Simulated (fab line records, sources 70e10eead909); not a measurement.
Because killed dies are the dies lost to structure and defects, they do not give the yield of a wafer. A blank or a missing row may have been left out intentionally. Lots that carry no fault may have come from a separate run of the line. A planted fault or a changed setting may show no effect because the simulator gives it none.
Matching of chambers ; flow nand-harc ; 4 sister chambers for NHARC_A_STAIRCASE_ETCH_292 on rie-diel-06
The step etches the open film in CF4/CHF3. 8 wafers are shown with their chamber, then 7 later ones without.

== WAFERS PAIRED WITH THEIR CHAMBERS ==
wafer;chamber;drypump-motor-current-A (A);showerhead-plenum-p-Torr (Torr)
L074.5;2;5.4;1.61
L079.1;2;5.5;1.60
L083.6;0;6.5;1.55
L087.1;1;6.0;1.69
L087.5;3;6.0;1.64
L087.6;0;6.5;1.55
L092.1;1;6.0;1.69
L092.2;3;6.0;1.64

== WAFERS MISSING THEIR CHAMBER ==
wafer;drypump-motor-current-A (A);showerhead-plenum-p-Torr (Torr)
L092.5;6.1;1.69
L093.1;6.0;1.69
L093.3;6.4;1.54
L093.4;5.4;1.60
L096.1;6.0;1.69
L096.2;6.0;1.64
L096.6;6.0;1.64

== CHAMBER TAKEN BY EACH ==
wafer;from the rows above;in truth
L092.5;1;1
L093.1;1;1
L093.3;0;0
L093.4;2;2
L096.1;1;1
L096.2;3;3
L096.6;3;3
Correct placement for 7 of the 7. From these rows, 0 cannot be placed. Wrongly placed: 0.
How it was worked out, from the rows above alone: a wafer's distance from a chamber is the root of the sum, over the readings, of the square of ((its reading less the chamber's mean) divided by the reading's scatter). The wafer belongs to the nearest chamber; if the next one is less than 2 further off, it can't be placed. The mean given for a chamber averages the wafers shown for that chamber. The scatter is the square root of a quotient: the sum, over the shown wafers, of each reading's squared deviation from its chamber's mean, divided by wafers minus chambers.
